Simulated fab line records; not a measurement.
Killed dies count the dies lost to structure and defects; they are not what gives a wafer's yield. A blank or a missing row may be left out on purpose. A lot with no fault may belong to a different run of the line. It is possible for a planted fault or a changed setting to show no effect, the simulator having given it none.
Chamber matching | flow n5Finfet | 4 sister chambers for N5_BEOL_M0_SAQP_ALD_48 on aldSin-01
The step deposits SiO2, target thk 20 nm, pulse time 1 s, co reactant pulse time 1 s. 4 wafers are shown with their chamber, then 10 later ones without.

== WAFERS PAIRED WITH THEIR CHAMBERS ==
wafer  | chamber | heaterPowerW (W)
L085.2 | 3       | 80
L085.6 | 2       | 90
L087.2 | 0       | 65
L087.4 | 1       | 79

== WAFERS WITH NO CHAMBER GIVEN ==
wafer  | heaterPowerW (W)
L087.6 | 64
L089.1 | 89
L089.2 | 79
L089.3 | 77
L094.1 | 78
L094.5 | 65
L094.6 | 79
L096.3 | 76
L096.4 | 91
L096.6 | 78

== THE CHAMBER EACH PASSED THROUGH ==
wafer  | from the rows above     | in truth
L087.6 | 0                       | 0
L089.1 | 2                       | 2
L089.2 | can't be placed: 1 or 3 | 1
L089.3 | can't be placed: 1 or 3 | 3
L094.1 | can't be placed: 1 or 3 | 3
L094.5 | 0                       | 0
L094.6 | can't be placed: 1 or 3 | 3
L096.3 | can't be placed: 1 or 3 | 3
L096.4 | 2                       | 2
L096.6 | can't be placed: 1 or 3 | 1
Placed correctly: 4 of 10. Cannot be placed on the basis of these rows: 6; the candidates contain the true chamber in 6. Wrongly placed: 0.
How it was worked out, from the rows above alone: a wafer's distance from a chamber is the root of the sum, over the readings, of the square of ((its reading less the chamber's mean) divided by the reading's scatter). The wafer belongs to the nearest chamber; if the next one is less than 2 further off, it can't be placed. A chamber's mean is the mean of its shown wafers. The scatter: root of mean squared gap, hidden wafer to nearest shown wafer, with one shown wafer a chamber.
